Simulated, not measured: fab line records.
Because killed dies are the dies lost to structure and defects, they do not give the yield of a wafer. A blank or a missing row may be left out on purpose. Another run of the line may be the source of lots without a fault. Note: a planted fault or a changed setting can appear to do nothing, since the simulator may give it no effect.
Which tool was responsible? | flow n5-finfet | 24 lots, 72 wafers sampled, at 6 steps of a route of 1938

WHAT THE GAUGES READ, wafer by wafer
N5_BEOL_M3_CD_MEAS_35: target cd 18 nm, target cd y 21 nm.
lot  | measured     | on        | cd-nm (nm)
L074 | day 7 04:36  | cd-sem-03 | 17.81 17.56 18.05
L075 | day 7 08:07  | cd-sem-03 | 17.80 18.30 18.39
L076 | day 7 19:43  | cd-sem-03 | 18.49 17.92 17.49
L077 | day 7 23:40  | cd-sem-03 | 18.54 18.48 17.99
L078 | day 8 03:42  | cd-sem-02 | 17.86 17.87 18.17
L080 | day 8 13:41  | cd-sem-01 | 18.37 18.20 18.48
L079 | day 8 19:13  | cd-sem-02 | 18.30 18.42 17.97
L081 | day 9 04:58  | cd-sem-02 | 18.02 17.87 17.93
L082 | day 9 05:37  | cd-sem-01 | 17.92 17.87 18.15
L083 | day 9 10:14  | cd-sem-02 | 17.97 18.46 17.85
L084 | day 9 21:33  | cd-sem-01 | 18.18 17.92 18.00
L085 | day 10 15:49 | cd-sem-03 | 18.12 18.15 17.84
L086 | day 10 13:00 | cd-sem-01 | 18.37 17.58 18.03
L087 | day 10 17:21 | cd-sem-03 | 18.26 17.94 18.34
L089 | day 10 21:35 | cd-sem-03 | 18.63 18.05 18.51
L088 | day 11 04:11 | cd-sem-01 | 17.77 18.53 18.17
L090 | day 11 15:27 | cd-sem-03 | 17.86 18.35 18.15
L091 | day 11 20:22 | cd-sem-01 | 18.33 18.26 17.73
L093 | day 11 20:52 | cd-sem-01 | 17.98 17.52 18.28
L092 | day 11 23:40 | cd-sem-01 | 18.08 18.09 18.06
L094 | day 12 03:04 | cd-sem-01 | 17.92 18.08 17.92
L095 | day 13 07:24 | cd-sem-03 | 18.06 18.01 18.34
L097 | day 12 20:21 | cd-sem-03 | 18.24 17.96 17.89
L096 | day 13 08:15 | cd-sem-01 | 18.10 18.17 18.23

WHICH TOOL RAN EACH LOT (tool, then ch and the chambers of the sampled wafers, then the start)
lot  | N5_BEOL_M2_PRE_CLEAN_45      | N5_BEOL_M2_ANNEAL_87         | N5_BEOL_M3_ETCH_74                 | N5_BEOL_M3_STRIP_66                | N5_BEOL_M3_ALD_98
L074 | pvd-sputter-01, day 6 16:24  | pvd-sputter-03, day 6 17:46  | rie-diel-06 ch 2,3, day 6 20:45    | rie-diel-06 ch 2,3, day 6 20:55    | ald-sin-04 ch 1,2, day 6 21:43
L075 | pvd-sputter-02, day 6 19:41  | pvd-sputter-02, day 6 21:01  | rie-diel-06 ch 0,2, day 7 01:10    | rie-diel-06 ch 0,2, day 7 01:21    | ald-sin-04 ch 0,1,2, day 7 02:08
L076 | pvd-sputter-03, day 7 08:23  | pvd-sputter-03, day 7 09:45  | rie-diel-02 ch 0,1,3, day 7 16:34  | rie-diel-02 ch 0,1,3, day 7 16:44  | ald-sin-02 ch 0,3, day 7 17:35
L077 | pvd-sputter-03, day 7 11:31  | pvd-sputter-01, day 7 14:26  | rie-diel-01 ch 1,2,3, day 7 17:58  | rie-diel-01 ch 1,2,3, day 7 18:08  | ald-sin-02 ch 0,2,3, day 7 18:56
L078 | pvd-sputter-01, day 7 19:32  | pvd-sputter-01, day 7 20:48  | rie-diel-02 ch 0,2,3, day 8 01:01  | rie-diel-02 ch 0,2,3, day 8 01:11  | ald-sin-03 ch 0,1,3, day 8 01:59
L080 | pvd-sputter-03, day 8 03:53  | pvd-sputter-03, day 8 05:08  | rie-diel-02 ch 0,2,3, day 8 11:29  | rie-diel-02 ch 0,2,3, day 8 11:39  | ald-sin-02 ch 0,2,3, day 8 12:42
L079 | pvd-sputter-02, day 8 11:08  | pvd-sputter-03, day 8 12:42  | rie-diel-01 ch 0,2, day 8 17:14    | rie-diel-01 ch 0,2, day 8 17:24    | ald-sin-02 ch 0,1,3, day 8 18:32
L081 | pvd-sputter-01, day 8 14:48  | pvd-sputter-01, day 8 17:36  | rie-diel-06 ch 0,2,3, day 8 20:40  | rie-diel-06 ch 0,2,3, day 8 20:50  | ald-sin-03 ch 1,2,3, day 8 21:57
L082 | pvd-sputter-03, day 8 22:16  | pvd-sputter-03, day 8 23:47  | rie-diel-06 ch 0,3, day 9 03:13    | rie-diel-06 ch 0,3, day 9 03:23    | ald-sin-04 ch 0,1,3, day 9 04:11
L083 | pvd-sputter-03, day 9 01:52  | pvd-sputter-01, day 9 03:31  | rie-diel-01 ch 1,2,3, day 9 08:25  | rie-diel-01 ch 1,2,3, day 9 08:35  | ald-sin-02 ch 0,1, day 9 09:23
L084 | pvd-sputter-01, day 9 10:43  | pvd-sputter-03, day 9 12:58  | rie-diel-02 ch 2,3, day 9 16:38    | rie-diel-02 ch 2,3, day 9 16:49    | ald-sin-02 ch 0,1, day 9 17:46
L085 | pvd-sputter-02, day 9 17:29  | pvd-sputter-03, day 9 19:04  | rie-diel-02 ch 0,2,3, day 10 01:44 | rie-diel-02 ch 0,2,3, day 10 01:55 | ald-sin-04 ch 1,2,3, day 10 03:35
L086 | pvd-sputter-02, day 9 17:41  | pvd-sputter-02, day 9 19:13  | rie-diel-06 ch 1,2,3, day 9 22:40  | rie-diel-06 ch 1,2,3, day 9 22:51  | ald-sin-02 ch 0,1, day 9 23:46
L087 | pvd-sputter-03, day 9 22:00  | pvd-sputter-02, day 9 23:38  | rie-diel-01 ch 0,1,2, day 10 02:53 | rie-diel-01 ch 0,1,2, day 10 03:04 | ald-sin-04 ch 1,2,3, day 10 04:01
L089 | pvd-sputter-03, day 10 12:59 | pvd-sputter-03, day 10 14:15 | rie-diel-02 ch 0,2,3, day 10 18:09 | rie-diel-02 ch 0,2,3, day 10 18:19 | ald-sin-04 ch 1,2,3, day 10 19:13
L088 | pvd-sputter-01, day 10 19:12 | pvd-sputter-02, day 10 20:29 | rie-diel-01 ch 1,2, day 11 01:52   | rie-diel-01 ch 1,2, day 11 02:02   | ald-sin-03 ch 0,3, day 11 03:30
L090 | pvd-sputter-03, day 11 01:27 | pvd-sputter-01, day 11 02:56 | rie-diel-06 ch 0,2,3, day 11 07:01 | rie-diel-06 ch 0,2,3, day 11 07:11 | ald-sin-04 ch 1,2,3, day 11 07:59
L091 | pvd-sputter-02, day 11 05:11 | pvd-sputter-03, day 11 06:47 | rie-diel-02 ch 0,1, day 11 10:58   | rie-diel-02 ch 0,1, day 11 11:08   | ald-sin-04 ch 1,2,3, day 11 12:13
L093 | pvd-sputter-02, day 11 07:35 | pvd-sputter-03, day 11 08:53 | rie-diel-06 ch 0,1, day 11 14:12   | rie-diel-06 ch 0,1, day 11 14:22   | ald-sin-02 ch 2,3, day 11 15:41
L092 | pvd-sputter-03, day 11 10:37 | pvd-sputter-02, day 11 12:05 | rie-diel-06 ch 0,1,2, day 11 15:33 | rie-diel-06 ch 0,1,2, day 11 15:43 | ald-sin-03 ch 0,1,3, day 11 17:25
L094 | pvd-sputter-03, day 11 10:42 | pvd-sputter-01, day 11 12:20 | rie-diel-02 ch 1,2,3, day 11 16:01 | rie-diel-02 ch 1,2,3, day 11 16:11 | ald-sin-03 ch 0,1,2, day 11 17:35
L095 | pvd-sputter-03, day 12 08:34 | pvd-sputter-03, day 12 11:32 | rie-diel-02 ch 0,3, day 12 16:04   | rie-diel-02 ch 0,3, day 12 16:14   | ald-sin-02 ch 0,3, day 12 17:36
L097 | pvd-sputter-03, day 12 12:50 | pvd-sputter-03, day 12 14:08 | rie-diel-02 ch 2,3, day 12 17:58   | rie-diel-02 ch 2,3, day 12 18:08   | ald-sin-03 ch 2,3, day 12 18:56
L096 | pvd-sputter-03, day 12 16:47 | pvd-sputter-03, day 12 18:24 | rie-diel-02 ch 1,2, day 12 21:41   | rie-diel-02 ch 1,2, day 12 21:52   | ald-sin-04 ch 1,3, day 12 22:47
- N5_BEOL_M2_PRE_CLEAN_45: time 30 s.
- N5_BEOL_M2_ANNEAL_87: time 240 s.
- N5_BEOL_M3_ETCH_74: etches underlayer in N2/H2, target depth 6.5 nm, time 5.2 s.
- N5_BEOL_M3_STRIP_66: strips in CF4.
- N5_BEOL_M3_ALD_98: deposits SiO2, target thk 2.5 nm, pulse time 1 s, co reactant pulse time 1 s.

WHAT THE TOOLS THEMSELVES READ (means of the sampled wafers that have a number; where no wafer has one, the mark that the record gives instead)
N5_BEOL_M2_PRE_CLEAN_45.
lot  | tool           | heater-power-w (W)
L074 | pvd-sputter-01 | 319
L075 | pvd-sputter-02 | 336
L076 | pvd-sputter-03 | 345
L077 | pvd-sputter-03 | 363
L078 | pvd-sputter-01 | 317
L080 | pvd-sputter-03 | 375
L079 | pvd-sputter-02 | 324
L081 | pvd-sputter-01 | 303
L082 | pvd-sputter-03 | 347
L083 | pvd-sputter-03 | 365
L084 | pvd-sputter-01 | 306
L085 | pvd-sputter-02 | 333
L086 | pvd-sputter-02 | 299
L087 | pvd-sputter-03 | 338
L089 | pvd-sputter-03 | 343
L088 | pvd-sputter-01 | 336
L090 | pvd-sputter-03 | 340
L091 | pvd-sputter-02 | 307
L093 | pvd-sputter-02 | 332
L092 | pvd-sputter-03 | 357
L094 | pvd-sputter-03 | 342
L095 | pvd-sputter-03 | 346
L097 | pvd-sputter-03 | 340
L096 | pvd-sputter-03 | 358

N5_BEOL_M2_ANNEAL_87.
lot  | tool           | heater-power-w (W)
L074 | pvd-sputter-03 | 899
L075 | pvd-sputter-02 | 827
L076 | pvd-sputter-03 | 901
L077 | pvd-sputter-01 | 806
L078 | pvd-sputter-01 | 833
L080 | pvd-sputter-03 | 859
L079 | pvd-sputter-03 | 935
L081 | pvd-sputter-01 | 761
L082 | pvd-sputter-03 | 821
L083 | pvd-sputter-01 | 780
L084 | pvd-sputter-03 | 864
L085 | pvd-sputter-03 | 898
L086 | pvd-sputter-02 | 745
L087 | pvd-sputter-02 | 861
L089 | pvd-sputter-03 | 864
L088 | pvd-sputter-02 | 768
L090 | pvd-sputter-01 | 802
L091 | pvd-sputter-03 | 822
L093 | pvd-sputter-03 | 849
L092 | pvd-sputter-02 | 857
L094 | pvd-sputter-01 | 827
L095 | pvd-sputter-03 | 948
L097 | pvd-sputter-03 | 910
L096 | pvd-sputter-03 | 906

N5_BEOL_M3_ETCH_74.
lot  | tool        | chamber-pressure-mTorr (mTorr) | drypump-motor-current-A (A) | etch-rf-on-time-s (s) | oes-product-au (a.u.) | rf-vpp-V (V) | showerhead-plenum-p-Torr (Torr) | throttle-valve-pct (%)
L074 | rie-diel-06 | 29.98                          | 5.2                         | 5.25                  | 0.62                  | 521.6        | 2.43                            | 17.82
L075 | rie-diel-06 | 30.00                          | 5.3                         | 5.27                  | 0.63                  | 523.8        | 2.51                            | 18.09
L076 | rie-diel-02 | 30.01                          | 5.8                         | 5.14                  | 0.70                  | 524.4        | 2.56                            | 17.68
L077 | rie-diel-01 | 30.00                          | 5.6                         | 5.18                  | 0.61                  | 524.5        | 2.56                            | 17.91
L078 | rie-diel-02 | 30.00                          | 5.4                         | 5.14                  | 0.69                  | 525.1        | 2.56                            | 17.72
L080 | rie-diel-02 | 30.02                          | 5.4                         | 5.23                  | 0.68                  | 524.7        | 2.56                            | 17.71
L079 | rie-diel-01 | 30.01                          | 5.7                         | 5.17                  | 0.66                  | 520.6        | 2.41                            | 17.65
L081 | rie-diel-06 | 30.01                          | 5.4                         | 5.33                  | 0.60                  | 522.2        | 2.46                            | 18.02
L082 | rie-diel-06 | 30.01                          | 5.6                         | 5.29                  | 0.60                  | 523.2        | 2.50                            | 18.15
L083 | rie-diel-01 | 30.02                          | 5.6                         | 5.18                  | 0.60                  | 523.2        | 2.56                            | 17.95
L084 | rie-diel-02 | 29.99                          | 5.6                         | 5.16                  | 0.65                  | 522.0        | 2.50                            | 17.77
L085 | rie-diel-02 | 30.02                          | 5.4                         | 5.22                  | 0.67                  | 524.1        | 2.55                            | 17.73
L086 | rie-diel-06 | 30.00                          | 5.2                         | 5.20                  | 0.62                  | 521.0        | 2.42                            | 17.86
L087 | rie-diel-01 | 30.00                          | 5.5                         | 5.12                  | 0.63                  | 522.6        | 2.50                            | 17.81
L089 | rie-diel-02 | 30.02                          | 5.4                         | 5.15                  | 0.67                  | 524.0        | 2.55                            | 17.74
L088 | rie-diel-01 | 30.01                          | 5.8                         | 5.17                  | 0.60                  | 524.9        | 2.56                            | 17.84
L090 | rie-diel-06 | 30.01                          | 5.4                         | 5.26                  | 0.59                  | 520.5        | 2.45                            | 18.04
L091 | rie-diel-02 | 30.00                          | 5.9                         | 5.22                  | 0.67                  | 523.2        | 2.52                            | 17.71
L093 | rie-diel-06 | 29.99                          | 5.3                         | 5.21                  | 0.62                  | 523.3        | 2.50                            | 18.15
L092 | rie-diel-06 | 30.02                          | 5.2                         | 5.29                  | 0.62                  | 520.8        | 2.46                            | 18.02
L094 | rie-diel-02 | 30.02                          | 5.8                         | 5.22                  | 0.63                  | 520.6        | 2.46                            | 17.80
L095 | rie-diel-02 | 30.02                          | 5.7                         | 5.16                  | 0.66                  | 525.3        | 2.58                            | 17.74
L097 | rie-diel-02 | 30.03                          | 5.6                         | 5.19                  | 0.63                  | 522.7        | 2.49                            | 17.82
L096 | rie-diel-02 | 30.04                          | 5.4                         | 5.29                  | 0.62                  | 521.0        | 2.42                            | 17.82

N5_BEOL_M3_STRIP_66.
lot  | tool        | chamber-pressure-mTorr (mTorr) | drypump-motor-current-A (A) | oes-product-au (a.u.) | power-w (W) | rf-vpp-V (V) | showerhead-plenum-p-Torr (Torr) | throttle-valve-pct (%)
L074 | rie-diel-06 | 49.95                          | 5.2                         | 0.73                  | 300.4       | 269.7        | 1.72                            | 13.58
L075 | rie-diel-06 | 49.98                          | 5.3                         | 0.73                  | 299.4       | 271.1        | 1.77                            | 13.76
L076 | rie-diel-02 | 49.99                          | 5.8                         | 0.81                  | 298.9       | 270.8        | 1.81                            | 13.38
L077 | rie-diel-01 | 50.00                          | 5.6                         | 0.71                  | 300.0       | 271.1        | 1.81                            | 13.67
L078 | rie-diel-02 | 49.99                          | 5.4                         | 0.79                  | 300.4       | 271.6        | 1.81                            | 13.44
L080 | rie-diel-02 | 50.03                          | 5.4                         | 0.79                  | 298.7       | 272.5        | 1.81                            | 13.44
L079 | rie-diel-01 | 50.02                          | 5.7                         | 0.76                  | 299.5       | 269.4        | 1.71                            | 13.41
L081 | rie-diel-06 | 50.04                          | 5.4                         | 0.71                  | 299.3       | 269.7        | 1.74                            | 13.69
L082 | rie-diel-06 | 49.96                          | 5.5                         | 0.70                  | 300.4       | 269.9        | 1.76                            | 13.79
L083 | rie-diel-01 | 50.00                          | 5.6                         | 0.69                  | 300.7       | 271.6        | 1.81                            | 13.70
L084 | rie-diel-02 | 49.96                          | 5.6                         | 0.75                  | 299.9       | 270.4        | 1.78                            | 13.60
L085 | rie-diel-02 | 50.03                          | 5.4                         | 0.78                  | 299.7       | 271.5        | 1.80                            | 13.47
L086 | rie-diel-06 | 49.96                          | 5.2                         | 0.72                  | 299.7       | 268.2        | 1.72                            | 13.63
L087 | rie-diel-01 | 50.02                          | 5.5                         | 0.72                  | 299.8       | 270.4        | 1.77                            | 13.58
L089 | rie-diel-02 | 49.99                          | 5.4                         | 0.77                  | 300.1       | 270.4        | 1.80                            | 13.48
L088 | rie-diel-01 | 50.00                          | 5.8                         | 0.70                  | 299.8       | 270.3        | 1.80                            | 13.63
L090 | rie-diel-06 | 49.99                          | 5.3                         | 0.70                  | 298.8       | 269.9        | 1.73                            | 13.73
L091 | rie-diel-02 | 49.95                          | 6.0                         | 0.78                  | 299.2       | 270.8        | 1.77                            | 13.38
L093 | rie-diel-06 | 50.03                          | 5.3                         | 0.72                  | 301.0       | 270.9        | 1.77                            | 13.84
L092 | rie-diel-06 | 49.99                          | 5.1                         | 0.72                  | 299.7       | 269.0        | 1.74                            | 13.76
L094 | rie-diel-02 | 50.02                          | 5.8                         | 0.74                  | 299.9       | 269.4        | 1.74                            | 13.56
L095 | rie-diel-02 | 50.01                          | 5.7                         | 0.77                  | 300.3       | 271.3        | 1.83                            | 13.53
L097 | rie-diel-02 | 50.03                          | 5.6                         | 0.73                  | 299.5       | 270.8        | 1.77                            | 13.64
L096 | rie-diel-02 | 49.96                          | 5.5                         | 0.73                  | 300.1       | 270.1        | 1.72                            | 13.58

N5_BEOL_M3_ALD_98.
lot  | tool       | heater-power-w (W) | precursor-pulse-height-rel
L074 | ald-sin-04 | 82                 | 0.996
L075 | ald-sin-04 | 81                 | 0.995
L076 | ald-sin-02 | 81                 | 1.013
L077 | ald-sin-02 | 83                 | 0.993
L078 | ald-sin-03 | 85                 | 0.990
L080 | ald-sin-02 | 81                 | 1.010
L079 | ald-sin-02 | 80                 | 0.991
L081 | ald-sin-03 | 87                 | 0.998
L082 | ald-sin-04 | 75                 | 0.978
L083 | ald-sin-02 | 76                 | 1.010
L084 | ald-sin-02 | 75                 | 1.000
L085 | ald-sin-04 | 78                 | 0.999
L086 | ald-sin-02 | 75                 | 0.988
L087 | ald-sin-04 | 76                 | 0.994
L089 | ald-sin-04 | 76                 | 0.990
L088 | ald-sin-03 | 80                 | 0.986
L090 | ald-sin-04 | 77                 | 1.006
L091 | ald-sin-04 | 77                 | 1.024
L093 | ald-sin-02 | 88                 | 1.002
L092 | ald-sin-03 | 87                 | 0.989
L094 | ald-sin-03 | 82                 | 1.029
L095 | ald-sin-02 | 89                 | 0.994
L097 | ald-sin-03 | 82                 | 0.979
L096 | ald-sin-04 | 81                 | 0.989

THE ANSWER, worked out from the rows above alone
Rule: the lots themselves supply what counts as usual. The widest of any qualifying gaps counts: lots, ordered by their means at a reading, are off when they make up no more than a third of the lots, leave a main group of 4 or more, and stand apart from it by 3 or more times the standard deviation of that group's means. If all means in a main group match to the digits the tables above print for the reading, that group is not used. A lot without any number at a reading at which 4 lots or more have one is off too. Any other lot the step has rows for is counted as sound. The gauges are gone through in route order, then the tools' own readings, and for those a lot's mean is taken as printed above. The first step at which some lot is off is used, and at that step the reading that is off furthest; a lot without a number counts as furthest.
No lot is off at any reading shown: from this, nothing can be told.

WHAT THE SIMULATOR HAD PUT IN
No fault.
